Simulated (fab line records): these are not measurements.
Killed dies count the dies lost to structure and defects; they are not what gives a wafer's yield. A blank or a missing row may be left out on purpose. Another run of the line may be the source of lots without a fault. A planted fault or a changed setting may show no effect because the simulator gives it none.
fab line records	flow n5Finfet
record lots=6	wafers=18	lastDay=18
route steps=1938 shown BEOL_M14@1750 PASSIVATION@1936
lots untouched by any fault: they come from a run of this same line in which no faults occurred
startH: hours from the record's first day to the start of the lot's first wafer shown	waitH: hours from the lot's prior step to this one	" the same as in the row above	L1.1+2: several wafers, shown together as one row	- value missing, or start not given	* or withheld: withheld	< > ~ a bound
route shown NAME@n: names a module that has steps shown in the file, with the first one's number in the route	usual: the fault-free wafers' mean and standard deviation	same: alike in all rows	chamber/n: place in a boat	sites: each site's reading	_std_site: the standard deviation of these	_edge_site: the outer-site mean with the inner-site mean subtracted	radiusMm: for every site, how far away it sits from the centre of the wafer	mask NAME#n: copy n	behind: the last tool/chamber to shape the wafer	hold: why the lot was held/for how many hours/how that ended	device: which transistor (n, p or np) failed to switch	end of line: the route-end tests of the same wafers	where a step has no rows: the recipe by itself	killed: the dies lost at the first sort to structure and to defects; this is not the yield of the wafer	map: a wafer's dies, marking killed ones x, the rest . and places with no die _
set.NAME: the setting as run; set.NAME@STEP: as run at that earlier step	model.NAME: the simulator's own value behind a step, which no gauge read
lots at selected steps of the route; one table per step, one row per wafer
services: the hour from which a tool's chamber was out of use, counted from the record's first day as startH (under 0 if before that day), plus the number of hours and why
## steps
# step N5_BEOL_M14_ETCH_67
# recipe chemistry=CF4	target=SiARC	targetDepthA=1430	timeS=238.3	ionEnergyEv=80	pressureMtorr=40	sourceW=545	biasW=36	Ar_flow_sccm=100	cf4FlowSccm=100	ends=cleared
# usual drypumpMotorCurrentA=5.8/0.44	etchRfOnTimeS=237/6	oesProductAu=0.67/0.061	rfVppV=184.1/1.1	showerheadPlenumPTorr=2.15/0.056	throttleValvePct=15.70/0.18
lot.wafer	tool	chamber	startH	waitH	drypumpMotorCurrentA	etchRfOnTimeS	oesProductAu	rfHoursCounterH	rfVppV	showerheadPlenumPTorr	throttleValvePct
L352.1	rieDiel-01	3	237.87	0.0	6.1	238	0.71	76	183.8	2.17	15.37
L352.4	"	0	"	"	5.1	235	0.64	-	184.8	2.14	15.63
L352.5	"	2	"	"	5.2	241	0.64	-	180.9	2.05	15.94
L354.1	rieDiel-05	2	252.04	0.0	5.3	239	0.69	85	184.1	2.16	15.57
L354.4	"	1	"	"	5.7	245	0.62	203	184.3	2.13	15.81
L354.6	"	1	"	"	5.7	243	0.61	-	183.4	2.13	15.83
L361.3	rieDiel-05	2	296.50	0.0	5.3	240	0.69	98	184.3	2.15	15.58
L361.4	"	0	"	"	5.9	242	0.65	144	183.0	2.15	15.89
L361.6	"	2	"	"	5.3	239	0.69	-	183.1	2.16	15.58
L365.2	rieDiel-02	3	340.58	0.0	5.4	230	0.60	223	184.4	2.12	15.91
L365.3	"	1	"	"	6.3	228	0.76	26	184.0	2.10	15.57
L365.4	"	2	"	"	6.3	238	0.68	78	184.3	2.25	15.54
L370.1	rieDiel-02	1	357.05	0.0	6.3	232	0.76	32	183.3	2.10	15.57
L370.2	"	3	"	"	5.4	237	0.59	230	184.8	2.11	15.93
L370.4	"	2	"	"	6.3	240	0.67	85	185.2	2.25	15.54
L375.1	rieDiel-02	0	399.28	0.0	5.9	249	0.65	128	183.7	2.16	15.76
L375.3	"	3	"	"	5.4	233	0.58	246	184.5	2.11	15.97
L375.5	"	3	"	"	5.4	234	0.58	-	183.9	2.11	15.96
# step N5_BEOL_M14_ETCH_68
# recipe chemistry=N2/H2	target=SOC	maskMaterial=SiARC	sourceW=3000	biasW=350	tempC=40	timeS=450	ionEnergyEv=200	pressureMtorr=30	n2FlowSccm=200	h2FlowSccm=200
# usual drypumpMotorCurrentA=5.8/0.45	oesProductAu=0.79/0.071	rfVppV=524.0/2.1	showerheadPlenumPTorr=2.55/0.071	throttleValvePct=17.87/0.21
lot.wafer	tool	chamber	startH	waitH	drypumpMotorCurrentA	oesProductAu	rfHoursCounterH	rfVppV	showerheadPlenumPTorr	throttleValvePct
L352.1	rieDiel-01	3	238.01	0.1	6.1	0.86	76	524.2	2.58	17.69
L352.4	"	0	"	"	5.1	0.75	-	523.8	2.55	17.81
L352.5	"	2	"	"	5.2	0.75	-	521.7	2.44	18.13
L354.1	rieDiel-05	2	252.19	0.1	5.3	0.83	85	523.8	2.56	17.67
L354.4	"	1	"	"	5.7	0.72	203	523.6	2.51	17.78
L354.6	"	1	"	"	5.7	0.72	-	523.3	2.51	17.78
L361.3	rieDiel-05	2	296.64	0.1	5.3	0.82	98	524.3	2.56	17.69
L361.4	"	0	"	"	5.9	0.76	144	525.5	2.55	18.12
L361.6	"	2	"	"	5.3	0.81	-	524.1	2.56	17.68
L365.2	rieDiel-02	3	340.73	0.1	5.4	0.69	223	524.2	2.52	18.21
L365.3	"	1	"	"	6.3	0.89	26	522.1	2.49	17.68
L365.4	"	2	"	"	6.3	0.81	79	526.8	2.70	17.80
L370.1	rieDiel-02	1	357.19	0.1	6.3	0.87	32	523.1	2.49	17.69
L370.2	"	3	"	"	5.4	0.68	230	523.4	2.52	18.22
L370.4	"	2	"	"	6.3	0.80	85	526.7	2.69	17.84
L375.1	rieDiel-02	0	399.43	0.1	5.9	0.77	129	524.0	2.55	17.79
L375.3	"	3	"	"	5.4	0.67	247	522.3	2.51	18.27
L375.5	"	3	"	"	5.3	0.67	-	522.4	2.51	18.24
# step N5_BEOL_M14_STRIP_69
# recipe chemistry=N2/H2	tempC=40	n2FlowSccm=200	h2FlowSccm=200	rfFrequencyHz=6e+07
# step N5_BEOL_M14_TRENCH_ETCH_34
# recipe chemistry=C4F8/O2/Ar	target=SiO2	targetDepthA=5566.5	maskMaterial=SOC	heInnerTorr=15	heOuterTorr=30	timeS=126.9	ionEnergyEv=800	pressureMtorr=20	sourceW=1905	biasW=2040	Ar_flow_sccm=400	C4F8_flow_sccm=16	O2_flow_sccm=12
# step N5_BEOL_M14_STRIP_70
# recipe chemistry=C4F8/O2/Ar	resist=SiARC	rfFrequencyHz=6e+07
# step N5_BEOL_M14_OCD_MEAS_35
# usual trenchDepthNm=560/15
lot.wafer	tool	chamber	startH	waitH	trenchDepthNm
L352.1	ocd-01	-	238.44	0.0	560
L352.4	"	-	"	"	565
L352.5	"	-	"	"	549
L354.1	ocd-02	-	252.62	0.0	563
L354.4	"	-	"	"	545
L354.6	"	-	"	"	548
L361.3	ocd-02	-	297.08	0.0	562
L361.4	"	-	"	"	552
L361.6	"	-	"	"	563
L365.2	ocd-01	-	341.16	0.0	566
L365.3	"	-	"	"	583
L365.4	"	-	"	"	557
L370.1	ocd-01	-	357.62	0.0	586
L370.2	"	-	"	"	576
L370.4	"	-	"	"	564
L375.1	ocd-02	-	399.86	0.0	545
L375.3	"	-	"	"	573
L375.5	"	-	"	"	575
# step N5_BEOL_M14_STRIP_37
# recipe chemistry=O2	powerW=600	tempC=60	pressureMtorr=30	rfFrequencyHz=6e+07	biasPowerW=0	overashFraction=0.3	o2FlowSccm=225
# step N5_BEOL_M14_ETCH_38
# recipe chemistry=CF4/N2	target=SiCN	targetDepthA=1065	taperDeg=2	timeS=120.6	ionEnergyEv=150	maskMaterial=SiO2	pressureMtorr=40	sourceW=430	biasW=70	Ar_flow_sccm=100	cf4FlowSccm=60	n2FlowSccm=60
# usual drypumpMotorCurrentA=5.7/0.44	oesProductAu=0.78/0.071	rfVppV=382.2/1.4	showerheadPlenumPTorr=2.21/0.049	throttleValvePct=15.55/0.17
lot.wafer	tool	chamber	startH	waitH	drypumpMotorCurrentA	oesProductAu	rfHoursCounterH	rfVppV	showerheadPlenumPTorr	throttleValvePct
L352.1	rieDiel-01	2	-	-	5.3	0.74	184	378.4	2.11	15.79
L352.4	"	2	"	"	5.2	0.75	-	380.2	2.11	15.78
L352.5	"	0	"	"	5.1	0.74	-	382.6	2.21	15.50
L354.1	rieDiel-05	3	-	-	6.3	0.76	147	382.7	2.22	15.60
L354.4	"	2	"	"	5.3	0.82	87	383.4	2.23	15.39
L354.6	"	3	"	"	6.3	0.77	-	380.5	2.22	15.59
L361.3	rieDiel-05	0	-	-	5.9	0.75	145	382.8	2.21	15.69
L361.4	"	1	"	"	5.7	0.71	217	381.4	2.19	15.68
L361.6	"	0	"	"	5.9	0.76	-	382.8	2.21	15.69
L365.2	rieDiel-05	0	-	-	5.9	0.74	159	381.8	2.21	15.72
L365.3	"	3	"	"	6.3	0.73	177	381.3	2.21	15.66
L365.4	"	2	"	"	5.3	0.79	115	382.2	2.22	15.48
L370.1	rieDiel-02	1	-	-	6.3	0.89	33	381.5	2.16	15.40
L370.2	"	2	"	"	6.4	0.79	86	384.9	2.32	15.40
L370.4	"	3	"	"	5.4	0.68	231	381.4	2.18	15.76
L375.1	rieDiel-05	3	-	-	6.4	0.72	192	383.5	2.20	15.69
L375.3	"	1	"	"	5.7	0.69	245	381.9	2.18	15.72
L375.5	"	2	"	"	5.3	0.77	-	382.3	2.21	15.49
# step N5_BEOL_M14_PRECLEAN_39
# recipe chemistry=residueRemover	timeS=60	tempC=40
# step N5_BEOL_M14_SRD_40
# recipe timeS=30	tempC=23	rinseLiquid=diw	dry=n2Spin	spinRpm=1500	dryTimeS=30
# step N5_BEOL_M14_DEGAS_41
# recipe ambient=vacuum	tempC=300	timeS=60
# usual heaterPowerW=447/42
lot.wafer	tool	chamber	startH	waitH	heaterPowerW
L352.1	pvdSputter-03	-	240.09	0.6	474
L352.4	"	-	"	"	419
L352.5	"	-	"	"	415
L354.1	pvdSputter-03	-	257.05	0.3	410
L354.4	"	-	"	"	422
L354.6	"	-	"	"	413
L361.3	pvdSputter-02	-	301.79	0.2	434
L361.4	"	-	"	"	397
L361.6	"	-	"	"	552
L365.2	pvdSputter-03	-	342.72	0.0	471
L365.3	"	-	"	"	429
L365.4	"	-	"	"	428
L370.1	pvdSputter-03	-	359.11	0.3	435
L370.2	"	-	"	"	469
L370.4	"	-	"	"	420
L375.1	pvdSputter-02	-	400.61	0.4	463
L375.3	"	-	"	"	555
L375.5	"	-	"	"	450
# step N5_BEOL_M14_PRE_CLEAN_42
# recipe gas=H2/He	timeS=30	tempC=300
# usual heaterPowerW=446/42
lot.wafer	tool	chamber	startH	waitH	heaterPowerW
L352.1	pvdSputter-03	-	240.13	0.0	469
L352.4	"	-	"	"	422
L352.5	"	-	"	"	421
L354.1	pvdSputter-03	-	257.09	0.0	420
L354.4	"	-	"	"	418
L354.6	"	-	"	"	414
L361.3	pvdSputter-02	-	301.83	0.0	431
L361.4	"	-	"	"	406
L361.6	"	-	"	"	563
L365.2	pvdSputter-03	-	342.76	0.0	477
L365.3	"	-	"	"	426
L365.4	"	-	"	"	438
L370.1	pvdSputter-03	-	359.15	0.0	425
L370.2	"	-	"	"	466
L370.4	"	-	"	"	408
L375.1	pvdSputter-02	-	400.65	0.0	459
L375.3	"	-	"	"	556
L375.5	"	-	"	"	441
# step N5_BEOL_M14_SPUTTER_43
# recipe material=TaN	targetThkA=150	tempC=50	biasV=168.6	powerW=15000	chamberPressurePa=0.12	timeS=24.19
# usual biasV=168.7/1.6	throttleValvePct=30.0/0.94
lot.wafer	tool	chamber	startH	waitH	biasV	throttleValvePct	model.TaN_of_BEOL_M14_SPUTTER_43.thkNm
L352.1	pvdSputter-03	-	240.17	0.0	170.4	29.5	15.2
L352.4	"	-	"	"	169.2	28.6	15.2
L352.5	"	-	"	"	168.7	30.5	15
L354.1	pvdSputter-03	-	257.13	0.0	168.6	29.3	15.2
L354.4	"	-	"	"	167.1	30.2	15.2
L354.6	"	-	"	"	171.8	29.3	15.2
L361.3	pvdSputter-02	-	301.87	0.0	170.6	31.0	15.2
L361.4	"	-	"	"	166.9	30.9	15.2
L361.6	"	-	"	"	166.8	30.2	15.2
L365.2	pvdSputter-03	-	342.80	0.0	168.3	29.8	15
L365.3	"	-	"	"	169.0	28.7	21.2
L365.4	"	-	"	"	171.5	30.2	14.6
L370.1	pvdSputter-03	-	359.19	0.0	166.9	28.7	21.2
L370.2	"	-	"	"	169.0	29.6	15
L370.4	"	-	"	"	169.2	29.3	14.6
L375.1	pvdSputter-02	-	400.69	0.0	169.9	29.1	15.2
L375.3	"	-	"	"	167.3	30.6	15.2
L375.5	"	-	"	"	167.5	31.0	15.2
# step N5_BEOL_M14_SPUTTER_44
# recipe material=Ta	targetThkA=150	tempC=50	biasV=80	powerW=15000	chamberPressurePa=0.07	timeS=24.19
# step N5_BEOL_M14_SPUTTER_45
# recipe material=Cu	targetThkA=1000	tempC=-20	biasV=60	powerW=26000	chamberPressurePa=0.13	timeS=16.67
# step N5_BEOL_M14_ECD_47
# recipe material=Cu	targetThkA=12480
# step N5_BEOL_M14_ANNEAL_48
# recipe tempC=225	timeS=90	ambient=N2
# step N5_BEOL_M14_CMP_49
# recipe stopOn=SiO2	tOverpolishS=5.2	downForcePsi=2	platenRpm=80	clearingPlatenDownForcePsi=2	clearingPlatenRpm=80	postCmpClean=cuAlkaline	targetThkNm=560	clearingPlatenPadVelocityMS=1.5917	padVelocityMS=1.5917
# usual barrierFieldEndpointS=11.45/0.23	motorCurrentA=7.9/0.59	retainingRingPressureFrac=1.000/0.0046
lot.wafer	tool	chamber	startH	waitH	barrierFieldEndpointS	motorCurrentA	retainingRingPressureFrac
L352.1	cmp-01	0	240.93	0.3	11.20	6.8	0.991
L352.4	"	3	"	"	11.51	8.1	1.001
L352.5	"	1	"	"	11.52	7.5	1.002
L354.4	cmp-01	3	257.93	0.2	11.70	7.9	1.003
L354.1	"	1	"	"	11.54	7.5	1.001
L354.6	"	3	"	"	11.64	8.5	1.007
L361.4	cmp-04	3	303.18	0.2	11.32	8.3	0.995
L361.3	"	0	"	"	11.04	8.0	1.001
L361.6	"	2	"	"	11.52	8.0	0.991
L365.3	cmp-04	2	343.57	0.2	14.20	8.3	0.992
L365.4	"	0	"	"	11.72	8.6	1.002
L365.2	"	1	"	"	11.71	8.2	1.002
L370.4	cmp-01	1	359.95	0.1	11.36	7.5	1.004
L370.1	"	3	"	"	13.62	8.6	1.004
L370.2	"	0	"	"	11.35	6.9	0.994
L375.1	cmp-04	1	401.45	0.3	11.05	8.3	1.003
L375.3	"	3	"	"	11.58	8.0	1.006
L375.5	"	2	"	"	11.76	7.7	0.992
# step N5_BEOL_M14_THK_MEAS_50
# recipe thkMeasGauge=xrf	reads=Cu_of_BEOL_M14_ECD_47
# usual M14_THK=572/16
lot.wafer	tool	chamber	startH	waitH	M14_THK[nm]
L352.1	filmMetro-01	-	241.22	-	584
L352.4	"	-	"	"	586
L352.5	"	-	"	"	571
L354.1	filmMetro-01	-	258.19	-	579
L354.4	"	-	"	"	564
L354.6	"	-	"	"	569
L361.3	filmMetro-02	-	303.40	-	573
L361.4	"	-	"	"	561
L361.6	"	-	"	"	575
L365.2	filmMetro-01	-	343.86	-	581
L365.3	"	-	"	"	595
L365.4	"	-	"	"	571
L370.1	filmMetro-02	-	360.24	-	581
L370.2	"	-	"	"	578
L370.4	"	-	"	"	569
L375.1	filmMetro-02	-	401.75	-	553
L375.3	"	-	"	"	584
L375.5	"	-	"	"	586
# step N5_PASSIVATION_PROBE_49
# usual defectLimitedYield=91.5/1.5	killed_at_M0_to_M3=30/11	killed_at_M4_up=13/4.9	killedAtContacts=14/6.5	killedAtFrontEnd=40/11	killedAtOther=3.3/2.7	killedDies=100/18	killedOpen=67/14	killedShort=32/7.8	sort_bin_4_leakage=0.00/0.0073	sort_bin_5_function=5.0/0.97	sort_bin_6_memory=3.2/0.75	sortNPass=1080/18	sortYieldPct=91.5/1.5
# same grossDies=1180	killedAtBackSide=0	sort_bin_8_speed[%]=0
lot.wafer	tool	chamber	startH	waitH	defectLimitedYield[%]	killed_at_M0_to_M3	killed_at_M4_up	killedAtContacts	killedAtFrontEnd	killedAtOther	killedDies	killedOpen	killedShort	sort_bin_4_leakage[%]	sort_bin_5_function[%]	sort_bin_6_memory[%]	sortNPass	sortYieldPct[%]
L352.1	prober-01	-	262.67	0.0	91.8	32	6	21	32	6	97	64	33	0	4.2	3.6	1083	91.8
L352.4	prober-01	-	262.82	0.2	94.1	26	5	10	28	1	70	41	29	0	3.4	2.3	1110	94.1
L352.5	prober-01	-	262.87	0.2	93.4	17	10	20	24	7	78	44	30	0	3.5	3.1	1102	93.4
L354.1	prober-02	-	283.21	0.0	92.8	23	8	17	34	3	85	60	24	0	4.3	2.5	1095	92.8
L354.4	prober-02	-	283.36	0.2	92.0	23	13	8	49	1	94	62	29	0	4.6	3.2	1086	92.0
L354.6	prober-02	-	283.46	0.3	92.5	23	11	10	43	2	89	57	29	0	4.2	3.1	1091	92.5
# killed by level:class
L352.1 MOL_CONTACT_COAG:geometricParticle:open=16 BEOL_M2:geometricParticle:open=15 FIN_SAQP:geometricParticle:short=12 MOL_CONTACT_COAG:geometricParticle:short=5 BEOL_M1:geometricParticle:open=5 BEOL_M0_SAQP:geometricParticle:open=4 FIN_SAQP:geometricParticle:open=3 STI_FIN_REVEAL:geometricParticle:open=3
L352.4 FIN_SAQP:geometricParticle:short=9 MOL_CONTACT_COAG:geometricParticle:open=9 BEOL_M0_SAQP:geometricParticle:open=6 BEOL_M2:geometricParticle:open=5 BEOL_M3:geometricParticle:open=5 STARTING-WAFER:geometricParticle:short=5 ILD0:geometricParticle:open=4 FIN_SAQP:geometricParticle:open=3
L352.5 MOL_CONTACT_COAG:geometricParticle:open=15 FIN_SAQP:geometricParticle:short=7 BEOL_M0:geometricParticle:open=7 FIN_SAQP:geometricParticle:open=5 MOL_CONTACT_COAG:geometricParticle:short=5 MIM_TOP:geometricParticle:short=3 STARTING-WAFER:geometricParticle:short=3 BEOL_M13:coatMicrobubblePrinted=3
L354.1 MOL_CONTACT_COAG:geometricParticle:open=13 FIN_SAQP:geometricParticle:open=10 FIN_SAQP:geometricParticle:short=8 BEOL_M4:geometricParticle:open=7 BEOL_M0_SAQP:geometricParticle:open=5 BEOL_M2:geometricParticle:open=5 STI_FIN_REVEAL:geometricParticle:open=4 DUMMY_GATE:geometricParticle:open=4
L354.4 FIN_SAQP:geometricParticle:short=15 FIN_SAQP:geometricParticle:open=10 STI_FIN_REVEAL:geometricParticle:open=9 BEOL_M0_SAQP:geometricParticle:short=8 DUMMY_GATE:geometricParticle:open=7 MOL_CONTACT_COAG:geometricParticle:open=7 BEOL_M4:geometricParticle:open=5 BEOL_M1:geometricParticle:open=4
L354.6 FIN_SAQP:geometricParticle:short=13 STI_FIN_REVEAL:geometricParticle:open=11 MOL_CONTACT_COAG:geometricParticle:open=9 FIN_SAQP:geometricParticle:open=6 BEOL_M1:geometricParticle:open=6 BEOL_M3:geometricParticle:open=6 DUMMY_GATE:geometricParticle:open=3 STARTING-WAFER:geometricParticle:short=3
## services
tool	chamber	startH	hours	kind
rieDiel-02	1	215.45	4.4	repair
cmp-01	-	218.67	0.6	repair
rieDiel-01	1	220.56	-	clean
rieDiel-01	1	220.56	-	consumableReplace:focusRing
rieDiel-01	1	220.56	19.1	scheduledDown
rieDiel-01	1	220.56	19.1	ventCycle
rieDiel-01	-	223.56	0.1	repair
cmp-01	-	234.27	4.8	repair
rieDiel-02	1	250.21	-	clean
rieDiel-02	1	250.21	-	consumableReplace:focusRing
rieDiel-02	1	250.21	13.8	scheduledDown
rieDiel-02	1	250.21	13.8	ventCycle
cmp-04	-	266.60	13.3	pm
rieDiel-02	-	274.83	1.4	repair
cmp-04	-	286.89	0.5	repair
cmp-01	-	287.82	4.0	pm
pvdSputter-03	-	291.12	9.5	repair
cmp-01	-	291.82	-	consumableReplace:conditioner
cmp-04	-	298.80	0.6	repair
cmp-04	-	332.24	4.0	pm
rieDiel-05	-	348.85	15.6	pm
rieDiel-01	2	353.33	4.1	repair
cmp-01	-	370.94	4.2	repair
pvdSputter-02	-	384.47	0.7	repair
## key
firstSign step=N5_BEOL_M14_CMP_49	reading=barrierFieldEndpointS	direction=up	sigmas=11	usual=11.45	struck=13.91
effect none on later readings
modelEffect step=N5_BEOL_M14_SPUTTER_43	value=TaN_of_BEOL_M14_SPUTTER_43.thkNm	without=14.9	struck=21.2
metAt N5_BEOL_M14_SPUTTER_43
struckWafers L365.3,L370.1
baselineLoss step=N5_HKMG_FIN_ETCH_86	wafers=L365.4
onsetBetween 257.13 342.80
fault kind=processParameterDrift	tool=pvdSputter-03	chamber=-	onsetH=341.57	steps=N5_BEOL_M14_SPUTTER_43	channel=timeS	offset=*	shape=step	endH=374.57	scope=struckWafersOnly	actsIn=*	stated=*
# baselineLoss: these wafers lose ten dies or more at that step, a loss of the line's own and not of a fault; the sort's usual values leave them out
